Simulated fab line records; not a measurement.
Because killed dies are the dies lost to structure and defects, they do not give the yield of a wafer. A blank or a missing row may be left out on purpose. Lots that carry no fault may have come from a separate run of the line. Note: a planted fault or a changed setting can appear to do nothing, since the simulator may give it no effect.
Split-lot study + flow n5_finfet + 21 wafers read across 7 lots, on a route 1938 steps long

== THE SPLIT ITSELF ==
At N5_BEOL_M2_DESCUM_33 (chemistry O2, time 7 s), the setting time_s was moved away from the recipe's 7 s on 7 of the 21 wafers read, by -22.4% to +6.7%. This setting was run at the recipe's value on the other wafers.

== FROM THE SPLIT TO THE READING: what the file shows between them, 3 steps ==
- N5_BEOL_M2_ETCH_77: etches underlayer in N2/H2, target depth 6.5 nm, time 5.2 s
- N5_BEOL_M2_ETCH_69: etches SiARC in CF4, target depth 15.6 nm, time 26 s (also split here: bias_w)
- N5_BEOL_M2_ALD_98: deposits SiO2, target thk 2.5 nm, pulse time 1 s, co reactant pulse time 1 s

== THE READING ==
CAR-EUV_of_BEOL_M2_COAT_22.thk_nm (the simulator's own value, which no gauge read), in nm, at N5_BEOL_M2_ETCHBACK_99 (etches SiO2 in CHF3, target depth 5 nm, time 10.4 s). There is no usual value for it anywhere in the file. Across the 14 wafers here that went through the recipe, the average is 10.3 nm and the standard deviation 0.09 nm.

| wafer  | tool, chamber at the split | time_s as run, s | against the recipe | CAR-EUV_of_BEOL_M2_COAT_22.thk_nm, nm | against lot-mates on the recipe |
|--------|----------------------------|------------------|--------------------|---------------------------------------|---------------------------------|
| L085.1 | rie_diel-02, 1,2           | 7                | recipe             | 10.4                                  | -                               |
| L085.2 | rie_diel-02, 1,2           | 7                | recipe             | 10.4                                  | -                               |
| L085.6 | rie_diel-02, 3             | 5.678            | -18.9%             | 11                                    | +0.6                            |
| L086.1 | rie_diel-02, 2             | 7                | recipe             | 10.4                                  | -                               |
| L086.2 | rie_diel-02, 3,1           | 6.452            | -7.8%              | 10.6                                  | +0.2                            |
| L086.5 | rie_diel-02, 3,1           | 6.452            | -7.8%              | 10.6                                  | +0.2                            |
| L088.1 | rie_diel-02, 3,2,1         | 7                | recipe             | 10.2                                  | -                               |
| L088.3 | rie_diel-02, 3,2,1         | 7                | recipe             | 10.2                                  | -                               |
| L088.2 | rie_diel-02, 3,2,1         | 7                | recipe             | 10.4                                  | -                               |
| L090.1 | rie_diel-04, 0             | 7                | recipe             | 10.4                                  | -                               |
| L090.2 | rie_diel-04, 1,2           | 7                | recipe             | 10.4                                  | -                               |
| L090.3 | rie_diel-04, 1,2           | 7                | recipe             | 10.4                                  | -                               |
| L091.3 | rie_diel-03, 0             | 6.238            | -10.9%             | 10.6                                  | +0.3                            |
| L091.4 | rie_diel-03, 1             | 7                | recipe             | 10.2                                  | -                               |
| L091.6 | rie_diel-03, 3             | 7                | recipe             | 10.4                                  | -                               |
| L094.2 | rie_diel-04, 1             | 7                | recipe             | 10.4                                  | -                               |
| L094.5 | rie_diel-04, 3,0           | 5.433            | -22.4%             | 11.2                                  | +0.8                            |
| L094.6 | rie_diel-04, 3,0           | 5.433            | -22.4%             | 11.2                                  | +0.8                            |
| L096.3 | rie_diel-03, 3             | 7                | recipe             | 10.4                                  | -                               |
| L096.4 | rie_diel-03, 0             | 7.47             | +6.7%              | 10                                    | -0.3                            |
| L096.5 | rie_diel-03, 1             | 7                | recipe             | 10.2                                  | -                               |
The file does not say which wafer passed through which chamber wherever a row lists several chambers: such a row stands for several wafers.

THE FIT
A straight line over all 21 wafers: CAR-EUV_of_BEOL_M2_COAT_22.thk_nm changes by -0.0371 nm for each +1% of time_s; r = -0.96; the points scatter about the line by 0.088 nm.
The same after taking each lot's own level away (the mean of its wafers on the recipe; 21 wafers): -0.0344 nm for each +1%; r = -0.97; scatter 0.068 nm.
That fit puts the effect of the largest move of time_s on the reading at 0.77 nm.
The lots' own levels span 10.27 to 10.40 nm, that is 1.5 times the standard deviation above.
So the lot-to-lot level changes the slope little: the two slopes agree.
Check: with one of the wafers moved furthest among these (-22.4%) left out of the fit, the line predicts +0.739 nm for it against its lot-mates. Against them it came out at +0.8 nm.

== THESE WAFERS: OTHER SPLITS ==
Other splits were also applied to these wafers ahead of the reading. Each is held against what the fit with the lots' levels taken away leaves over:
| other split on the same wafers | wafers away from the commonest value | r with CAR-EUV_of_BEOL_M2_COAT_22.thk_nm (lot level and that fit taken away) |
|--------------------------------|--------------------------------------|------------------------------------------------------------------------------|
| N5_BEOL_M2_ETCH_69 bias_w      | 7                                    | -0.10                                                                        |

== THE WHOLE CHAIN: every reading that the file lists as answering this split, in the file's order ==
| step                   | what it does                                                | reading                                                                            | change (the file's fit)                | r (the file's) |
|------------------------|-------------------------------------------------------------|------------------------------------------------------------------------------------|----------------------------------------|----------------|
| N5_BEOL_M2_DESCUM_33   | chemistry O2, time 7 s                                      | CAR-EUV_of_BEOL_M2_COAT_22.thk_nm (the simulator's own value, which no gauge read) | -0.0302 nm for each +1% of the setting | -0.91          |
| N5_BEOL_M2_ETCH_77     | etches underlayer in N2/H2, target depth 6.5 nm, time 5.2 s | CAR-EUV_of_BEOL_M2_COAT_22.thk_nm (the simulator's own value, which no gauge read) | -0.0292 nm for each +1% of the setting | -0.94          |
| N5_BEOL_M2_ETCH_69     | etches SiARC in CF4, target depth 15.6 nm, time 26 s        | CAR-EUV_of_BEOL_M2_COAT_22.thk_nm (the simulator's own value, which no gauge read) | -0.0267 nm for each +1% of the setting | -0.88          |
| N5_BEOL_M2_ETCHBACK_99 | etches SiO2 in CHF3, target depth 5 nm, time 10.4 s         | CAR-EUV_of_BEOL_M2_COAT_22.thk_nm (the simulator's own value, which no gauge read) | -0.0333 nm for each +1% of the setting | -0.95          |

== THE FILE'S OWN FIT ==
CAR-EUV_of_BEOL_M2_COAT_22.thk_nm changes by -0.0333 nm for each +1% of time_s, r = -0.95.
